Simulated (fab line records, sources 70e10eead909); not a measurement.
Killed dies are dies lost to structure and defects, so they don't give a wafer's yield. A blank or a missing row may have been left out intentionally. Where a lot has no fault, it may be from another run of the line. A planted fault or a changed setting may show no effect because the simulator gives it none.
Matching of chambers | flow nand-harc | NHARC_A_STAIRCASE_TRIM_12 on rie-diel-06: 4 sister chambers
The step chemistry O2, time 211.2 s. 4 wafers are shown with their chamber, then 7 later ones without.

## WAFERS PAIRED WITH THEIR CHAMBERS
wafer  | chamber | drypump-motor-current-A (A)
L079.5 | 0       | 5.2
L079.6 | 1       | 5.8
L090.2 | 3       | 6.1
L090.4 | 2       | 6.1

## WAFERS MISSING THEIR CHAMBER
wafer  | drypump-motor-current-A (A)
L090.6 | 5.9
L095.3 | 6.2
L095.5 | 6.2
L095.6 | 5.8
L096.1 | 6.1
L096.4 | 5.8
L096.6 | 6.1

## WHICH CHAMBER EACH WENT THROUGH
wafer  | from the rows above          | in truth
L090.6 | can't be placed: 1 or 2 or 3 | 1
L095.3 | can't be placed: 2 or 3      | 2
L095.5 | can't be placed: 2 or 3      | 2
L095.6 | 1                            | 1
L096.1 | can't be placed: 2 or 3      | 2
L096.4 | 1                            | 1
L096.6 | can't be placed: 2 or 3      | 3
Placed correctly: 2 of 7. Can't be placed from these rows: 5 (the true chamber is among the candidates in 5). 0 placed wrongly.
How it was worked out, from the rows above alone: a wafer's distance from a chamber is the root of the sum, over the readings, of the square of ((its reading less the chamber's mean) divided by the reading's scatter). If the next closest chamber is less than 2 further off than the closest, the wafer can't be placed; otherwise it belongs to the closest. A chamber's mean is the mean of its shown wafers. The scatter: root of mean squared gap, hidden wafer to nearest shown wafer, with one shown wafer a chamber.
